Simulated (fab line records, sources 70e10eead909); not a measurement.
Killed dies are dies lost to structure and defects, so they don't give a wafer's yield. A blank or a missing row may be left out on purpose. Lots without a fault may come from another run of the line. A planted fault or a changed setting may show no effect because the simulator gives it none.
Which tool did it? | flow nand_harc | 24 lots, 72 wafers sampled, at 6 steps of a route of 1302

WHAT THE GAUGES READ, wafer by wafer
NHARC_P_BONDPAD_THK_MEAS_20: measures by xrf. Usual: thk_nm 160.9 nm, standard deviation 1.6.
lot  | measured     | on            | thk_nm (nm)       | flag
L074 | day 6 17:00  | film_metro-02 | 160.8 162.8 162.1 |
L075 | day 7 00:33  | film_metro-01 | 161.8 162.7 162.0 |
L076 | day 7 17:22  | film_metro-01 | 159.2 157.5 159.7 |
L077 | day 7 21:44  | film_metro-01 | 161.6 161.6 162.2 |
L078 | day 8 14:13  | film_metro-01 | 159.1 161.7 158.9 |
L079 | day 8 14:45  | film_metro-02 | 159.2 160.4 160.0 |
L080 | day 9 00:11  | film_metro-01 | 160.1 158.5 158.1 |
L081 | day 9 11:32  | film_metro-01 | 158.6 160.0 159.7 |
L082 | day 10 01:23 | film_metro-01 | 161.1 160.6 160.8 |
L083 | day 10 16:08 | film_metro-01 | 162.4 161.9 160.8 |
L084 | day 10 20:19 | film_metro-02 | 161.0 160.1 159.0 |
L085 | day 11 03:13 | film_metro-01 | 159.7 159.9 159.1 |
L086 | day 11 14:29 | film_metro-01 | 162.1 161.2 157.2 |
L087 | day 12 00:44 | film_metro-02 | 162.6 161.0 161.0 |
L088 | day 12 20:37 | film_metro-01 | 161.1 160.0 161.6 |
L089 | day 13 00:05 | film_metro-02 | 162.5 163.2 162.7 |
L090 | day 13 07:02 | film_metro-01 | 165.0 164.5 163.1 |
L091 | day 13 16:09 | film_metro-02 | 161.7 164.0 160.4 |
L092 | day 14 01:02 | film_metro-02 | 163.4 162.5 161.2 |
L093 | day 14 20:23 | film_metro-01 | 162.9 163.4 162.8 |
L094 | day 15 01:12 | film_metro-01 | 160.6 159.5 159.4 |
L095 | day 15 15:19 | film_metro-02 | 157.7 161.9 161.5 |
L096 | day 15 23:23 | film_metro-01 | 160.2 157.2 159.0 |
L097 | day 16 03:13 | film_metro-01 | 163.8 163.4 161.3 |

NHARC_A_ONON_D1_THK_MEAS_21: measures by ellipsometry. Usual: thk_nm 1001 nm, standard deviation 9.7.
lot  | measured     | on            | thk_nm (nm)    | flag
L074 | day 8 03:47  | film_metro-02 | 986 987 988    |
L075 | day 8 15:29  | film_metro-01 | 1021 1022 1022 |
L076 | day 9 07:43  | film_metro-02 | 992 995 995    |
L077 | day 9 07:44  | film_metro-01 | 1005 1003 1002 |
L078 | day 10 00:04 | film_metro-02 | 981 980 981    |
L079 | day 10 00:07 | film_metro-01 | 997 997 996    |
L080 | day 10 10:53 | film_metro-01 | 1009 1010 1009 |
L081 | day 10 22:46 | film_metro-01 | 1006 1007 1007 |
L082 | day 11 14:23 | film_metro-02 | 1010 1011 1008 |
L083 | day 12 08:01 | film_metro-02 | 1006 1007 1006 |
L084 | day 12 08:04 | film_metro-01 | 1009 1009 1008 |
L085 | day 12 15:43 | film_metro-01 | 994 993 993    |
L086 | day 13 00:37 | film_metro-02 | 1001 999 1002  |
L087 | day 13 10:53 | film_metro-01 | 995 994 994    |
L088 | day 14 07:08 | film_metro-02 | 1001 1002 1002 |
L089 | day 14 07:16 | film_metro-01 | 995 995 995    |
L090 | day 14 17:47 | film_metro-02 | 990 991 991    |
L091 | day 15 02:34 | film_metro-01 | 989 991 990    |
L092 | day 15 14:07 | film_metro-01 | 1008 1009 1007 |
L093 | day 16 08:30 | film_metro-02 | 1000 999 998   |
L094 | day 16 08:30 | film_metro-01 | 1008 1008 1009 |
L095 | day 17 02:49 | film_metro-01 | 1013 1014 1015 |
L096 | day 17 10:37 | film_metro-01 | 1005 1004 1006 |
L097 | day 17 17:14 | film_metro-01 | 993 992 990    |

NHARC_A_CHANNEL_FILL_D1_INSPECT_13. Usual: raw_defect_count 290, standard deviation 100.
lot  | measured     | on                | raw_defect_count | flag
L074 | day 10 16:03 | defect_inspect-01 | 203 270 218      |
L075 | day 11 11:25 | defect_inspect-01 | 250 250 213      |
L076 | day 11 23:44 | defect_inspect-01 | 212 534 263      |
L077 | day 11 23:44 | defect_inspect-02 | 255 378 370      |
L078 | day 12 15:12 | defect_inspect-01 | 276 573 484      |
L079 | day 12 15:11 | defect_inspect-01 | 168 238 307      |
L080 | day 13 01:14 | defect_inspect-01 | 288 423 361      |
L081 | day 14 00:36 | defect_inspect-01 | 356 311 630      |
L082 | day 14 00:35 | defect_inspect-02 | 176 160 189      |
L083 | day 15 03:59 | defect_inspect-02 | 361 214 247      |
L084 | day 15 04:00 | defect_inspect-01 | 372 565 310      |
L085 | day 15 08:16 | defect_inspect-02 | 208 465 218      |
L086 | day 15 19:07 | defect_inspect-01 | 215 351 261      |
L087 | day 16 07:59 | defect_inspect-01 | 216 187 155      |
L088 | day 17 00:17 | defect_inspect-02 | 431 251 397      |
L089 | day 17 00:17 | defect_inspect-02 | 348 108 321      |
L090 | day 17 12:57 | defect_inspect-01 | 283 229 384      |
L091 | day 17 17:38 | defect_inspect-02 | 200 280 288      |
L092 | day 18 08:02 | defect_inspect-02 | 202 218 270      |
L093 | day 19 00:01 | defect_inspect-02 | 198 196 202      |
L094 | day 19 00:01 | defect_inspect-01 | 269 394 229      |
L095 | day 19 15:18 | defect_inspect-02 | 266 252 231      |
L096 | day 20 02:34 | defect_inspect-02 | 310 277 346      |
L097 | day 20 08:56 | defect_inspect-02 | 309 170 256      |

NHARC_A_ONON_D2_THK_MEAS_05: measures by ellipsometry. Usual: thk_nm 999 nm, standard deviation 11.
lot  | measured     | on            | thk_nm (nm)    | flag
L074 | day 12 05:16 | film_metro-01 | 1013 1014 1014 |
L075 | day 13 05:29 | film_metro-02 | 986 986 987    |
L076 | day 13 14:05 | film_metro-02 | 1022 1025 1022 |
L077 | day 13 14:01 | film_metro-01 | 1003 1001 1002 |
L078 | day 14 04:04 | film_metro-02 | 985 984 983    |
L079 | day 14 04:17 | film_metro-02 | 991 993 990    |
L080 | day 14 10:38 | film_metro-01 | 1020 1019 1019 |
L081 | day 15 12:41 | film_metro-02 | 998 999 999    |
L082 | day 15 12:40 | film_metro-01 | 1002 1003 1003 |
L083 | day 16 18:53 | film_metro-01 | 999 1000 999   |
L084 | day 16 19:07 | film_metro-01 | 997 998 996    |
L085 | day 16 18:46 | film_metro-01 | 997 998 996    |
L086 | day 17 11:52 | film_metro-02 | 1005 1006 1005 |
L087 | day 17 17:22 | film_metro-01 | 998 998 998    |
L088 | day 18 13:16 | film_metro-02 | 995 996 994    |
L089 | day 18 13:26 | film_metro-01 | 994 993 996    |
L090 | day 19 02:32 | film_metro-02 | 1010 1011 1010 |
L091 | day 19 07:39 | film_metro-02 | 992 989 990    |
L092 | day 19 21:44 | film_metro-02 | 986 987 988    |
L093 | day 20 10:34 | film_metro-01 | 986 984 985    |
L094 | day 20 10:34 | film_metro-02 | 1025 1024 1025 |
L095 | day 21 05:28 | film_metro-02 | 993 993 995    |
L096 | day 21 19:37 | film_metro-01 | 998 998 998    |
L097 | day 21 19:38 | film_metro-02 | 994 992 992    |

WHICH TOOL RAN EACH LOT (tool, then ch and the chambers of the sampled wafers, then the start)
lot  | NHARC_P_M2_DEP_33               | NHARC_A_CHANNEL_HOLE_D1_ETCH_39
L074 | pecvd-03 ch 0,1,2, day 6 12:44  | rie_diel-06 ch 1,2, day 10 16:03 or earlier
L075 | pecvd-03 ch 0,1, day 6 20:05    | rie_diel-06 ch 0,2, day 11 11:25 or earlier
L076 | pecvd-02 ch 1,2, day 7 12:59    | rie_diel-06 ch 0,2,3, day 11 23:44 or earlier
L077 | pecvd-01 ch 0,1,2, day 7 17:26  | rie_diel-03 ch 0,1,2, day 11 23:44 or earlier
L078 | pecvd-01 ch 0,1,2, day 8 10:04  | rie_diel-06 ch 2,3, day 12 15:12 or earlier
L079 | pecvd-03 ch 0,1, day 8 10:36    | rie_diel-06 ch 0,2, day 12 15:11 or earlier
L080 | pecvd-02 ch 0,1,2, day 8 20:00  | rie_diel-06 ch 1,2,3, day 13 01:14 or earlier
L081 | pecvd-01 ch 0, day 9 06:59      | rie_diel-06 ch 0,2,3, day 14 00:36 or earlier
L082 | pecvd-03 ch 1,2, day 9 21:13    | rie_diel-06 ch 0,2,3, day 14 00:35 or earlier
L083 | pecvd-03 ch 1,2, day 10 11:59   | rie_diel-06 ch 0,1,3, day 15 03:59 or earlier
L084 | pecvd-01 ch 1,2, day 10 15:50   | rie_diel-06 ch 2,3, day 15 04:00 or earlier
L085 | pecvd-01 ch 0,1,2, day 10 22:52 | rie_diel-06 ch 0,1,3, day 15 08:16 or earlier
L086 | pecvd-01 ch 0,2, day 11 10:20   | rie_diel-06 ch 1,2,3, day 15 19:07 or earlier
L087 | pecvd-03 ch 0,1,2, day 11 20:44 | rie_diel-03 ch 0,2,3, day 16 07:59 or earlier
L088 | pecvd-03 ch 0,1, day 12 16:32   | rie_diel-06 ch 0,2,3, day 17 00:17 or earlier
L089 | pecvd-02 ch 1,2, day 12 19:50   | rie_diel-01 ch 0,2, day 17 00:17 or earlier
L090 | pecvd-03 ch 0,1,2, day 13 02:44 | rie_diel-06 ch 0,2,3, day 17 12:57 or earlier
L091 | pecvd-03 ch 0,2, day 13 11:55   | rie_diel-06 ch 0,1,3, day 17 17:38 or earlier
L092 | pecvd-03 ch 0,1,2, day 13 20:53 | rie_diel-06 ch 1,2,3, day 18 08:02 or earlier
L093 | pecvd-02 ch 0,1,2, day 14 16:18 | rie_diel-06 ch 2,3, day 19 00:01 or earlier
L094 | pecvd-02 ch 0,1,2, day 14 20:59 | rie_diel-06 ch 1,2,3, day 19 00:01 or earlier
L095 | pecvd-03 ch 0,2, day 15 10:40   | rie_diel-03 ch 1,2, day 19 15:18 or earlier
L096 | pecvd-01 ch 0,1,2, day 15 19:22 | rie_diel-01 ch 0,1, day 20 02:34 or earlier
L097 | pecvd-02 ch 0,2, day 15 23:11   | rie_diel-03 ch 0,2,3, day 20 08:56 or earlier
- NHARC_P_M2_DEP_33: deposits SiCN, target thk 30 nm.
- NHARC_A_CHANNEL_HOLE_D1_ETCH_39: etches the open film in N2/H2, target depth 260 nm, time 325 s.

WHAT THE TOOLS THEMSELVES READ (means of the sampled wafers that have a number; where no wafer has one, the mark that the record gives instead)
NHARC_P_M2_DEP_33. Usual: heater_power_w 569 W, standard deviation 81; showerhead_vpp_V 1339 V, standard deviation 75.
lot  | tool     | heater_power_w (W) | showerhead_vpp_V (V) | flag
L074 | pecvd-03 | 610                | 1388                 |
L075 | pecvd-03 | 547                | 1382                 |
L076 | pecvd-02 | 533                | 1291                 |
L077 | pecvd-01 | 569                | 1292                 |
L078 | pecvd-01 | 539                | 1293                 |
L079 | pecvd-03 | 538                | 1362                 |
L080 | pecvd-02 | 573                | 1285                 |
L081 | pecvd-01 | 555                | 1241                 |
L082 | pecvd-03 | 567                | 1359                 |
L083 | pecvd-03 | 608                | 1343                 |
L084 | pecvd-01 | 546                | 1323                 |
L085 | pecvd-01 | 552                | 1313                 |
L086 | pecvd-01 | 546                | 1288                 |
L087 | pecvd-03 | 550                | 1384                 |
L088 | pecvd-03 | 525                | 1376                 |
L089 | pecvd-02 | 559                | 1289                 |
L090 | pecvd-03 | 603                | 1402                 |
L091 | pecvd-03 | 585                | 1445                 |
L092 | pecvd-03 | 562                | 1387                 |
L093 | pecvd-02 | 567                | 1273                 |
L094 | pecvd-02 | 551                | 1272                 |
L095 | pecvd-03 | 686                | 1410                 |
L096 | pecvd-01 | 600                | 1310                 |
L097 | pecvd-02 | 543                | 1324                 |

NHARC_A_CHANNEL_HOLE_D1_ETCH_39. Usual: bias_w 149.9 W, standard deviation 0.43; drypump_motor_current_A 5.9 A, standard deviation 0.36; h2_flow_sccm 150.0 sccm, standard deviation 0.46; oes_product_au 0.995 a.u., standard deviation 0.0088; rf_vpp_V 430.0 V, standard deviation 2.3; showerhead_plenum_p_Torr 2.01 Torr, standard deviation 0.074; throttle_valve_pct 14.170 %, standard deviation 0.0093.
lot  | tool        | bias_w (W) | drypump_motor_current_A (A) | h2_flow_sccm (sccm) | oes_product_au (a.u.) | rf_vpp_V (V) | showerhead_plenum_p_Torr (Torr) | throttle_valve_pct (%) | flag
L074 | rie_diel-06 | 149.9      | 6.0                         | 149.4               | 1.004                 | 430.0        | 2.00                            | 14.168                 |
L075 | rie_diel-06 | 150.2      | 6.2                         | 150.1               | 0.991                 | 429.5        | 2.00                            | 14.163                 |
L076 | rie_diel-06 | 149.7      | 5.8                         | 150.4               | 0.989                 | 431.2        | 2.03                            | 14.166                 |
L077 | rie_diel-03 | 149.8      | 6.2                         | 149.8               | 1.004                 | 432.8        | 2.08                            | 14.174                 |
L078 | rie_diel-06 | 150.5      | 5.5                         | 150.2               | 0.990                 | 430.9        | 2.05                            | 14.168                 |
L079 | rie_diel-06 | 150.3      | 6.2                         | 150.4               | 0.992                 | 429.6        | 2.00                            | 14.166                 |
L080 | rie_diel-06 | 149.9      | 5.8                         | 150.3               | 0.993                 | 428.7        | 2.00                            | 14.176                 |
L081 | rie_diel-06 | 149.9      | 5.9                         | 150.3               | 0.994                 | 430.9        | 2.03                            | 14.165                 |
L082 | rie_diel-06 | 150.2      | 5.8                         | 150.1               | 0.986                 | 430.1        | 2.03                            | 14.165                 |
L083 | rie_diel-06 | 150.4      | 5.9                         | 149.9               | 0.991                 | 429.9        | 1.97                            | 14.167                 |
L084 | rie_diel-06 | 150.0      | 5.5                         | 150.3               | 0.993                 | 430.9        | 2.05                            | 14.174                 |
L085 | rie_diel-06 | 150.2      | 5.8                         | 150.2               | 0.991                 | 428.4        | 1.97                            | 14.175                 |
L086 | rie_diel-06 | 149.5      | 5.8                         | 150.5               | 0.988                 | 429.2        | 2.00                            | 14.171                 |
L087 | rie_diel-03 | 149.8      | 6.1                         | 150.1               | 1.002                 | 432.2        | 2.12                            | 14.168                 |
L088 | rie_diel-06 | 149.7      | 5.9                         | 150.1               | 0.995                 | 430.7        | 2.03                            | 14.166                 |
L089 | rie_diel-01 | 150.0      | 5.9                         | 150.5               | 1.010                 | 428.9        | 2.00                            | 14.179                 |
L090 | rie_diel-06 | 150.1      | 5.8                         | 150.1               | 0.992                 | 430.6        | 2.03                            | 14.165                 |
L091 | rie_diel-06 | 149.5      | 5.9                         | 150.1               | 0.987                 | 428.4        | 1.97                            | 14.159                 |
L092 | rie_diel-06 | 149.9      | 5.8                         | 150.0               | 0.987                 | 429.1        | 2.00                            | 14.180                 |
L093 | rie_diel-06 | 149.9      | 5.5                         | 149.9               | 0.996                 | 431.5        | 2.05                            | 14.172                 |
L094 | rie_diel-06 | 149.8      | 5.8                         | 150.2               | 1.002                 | 429.6        | 2.00                            | 14.165                 |
L095 | rie_diel-03 | 149.8      | 6.1                         | 150.4               | 1.006                 | 432.8        | 2.11                            | 14.167                 |
L096 | rie_diel-01 | 149.9      | 6.0                         | 150.1               | 0.998                 | 430.0        | 2.02                            | 14.164                 |
L097 | rie_diel-03 | 149.6      | 6.1                         | 149.7               | 1.003                 | 431.8        | 2.11                            | 14.180                 |

THE ANSWER, worked out from the rows above alone
Rule: a lot is off if the mean of its wafers that have a number lies more than 3 standard deviations from the usual mean. A lot without any number at a reading at which 4 lots or more have one is off too. The other lots that the step has rows for count as sound. The gauges are gone through in route order, then the tools' own readings, and for those a lot's mean is taken as printed above. The first step at which some lot is off is used, and at that step the reading that is off furthest; a lot without a number counts as furthest.
No lot is off at any reading shown: from this, nothing can be told.

WHAT THE SIMULATOR HAD PUT IN
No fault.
